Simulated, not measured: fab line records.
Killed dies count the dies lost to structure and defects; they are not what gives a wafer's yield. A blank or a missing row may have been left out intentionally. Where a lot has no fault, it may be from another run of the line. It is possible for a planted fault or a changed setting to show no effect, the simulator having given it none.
Chamber matching    flow n5 finfet    rie diel-01 running N5_FIN_SAQP_ETCH_51: 4 sister chambers
The step etches SiARC in CF4, target depth 45.5 nm, time 75.8 s. 4 wafers are shown with their chamber, then 7 later ones without.

EACH WAFER AND ITS CHAMBER
wafer   chamber  drypump motor current A (A)
L089.1  2        5.1
L089.5  1        6.7
L094.2  0        6.0
L094.4  3        6.0

WAFERS WITHOUT THEIR CHAMBER
wafer   drypump motor current A (A)
L094.5  5.1
L095.2  6.1
L095.3  6.0
L095.4  5.2
L097.1  6.0
L097.5  6.0
L097.6  5.1

EACH ONE'S CHAMBER
wafer   from the rows above      in truth
L094.5  2                        2
L095.2  can't be placed: 0 or 3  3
L095.3  can't be placed: 0 or 3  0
L095.4  2                        2
L097.1  can't be placed: 0 or 3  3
L097.5  can't be placed: 0 or 3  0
L097.6  2                        2
3 of 7 placed correctly. Can't be placed from these rows: 4 (the true chamber is among the candidates in 4). 0 placed wrongly.
How it was worked out, from the rows above alone: a wafer's distance from a chamber is the root of the sum, over the readings, of the square of ((its reading less the chamber's mean) divided by the reading's scatter). The wafer belongs to the nearest chamber; if the next one is less than 2 further off, it can't be placed. The mean given for a chamber averages the wafers shown for that chamber. The scatter (one wafer shown for each chamber): square how far every hidden wafer sits from the nearest shown wafer, average those squares and take the square root.
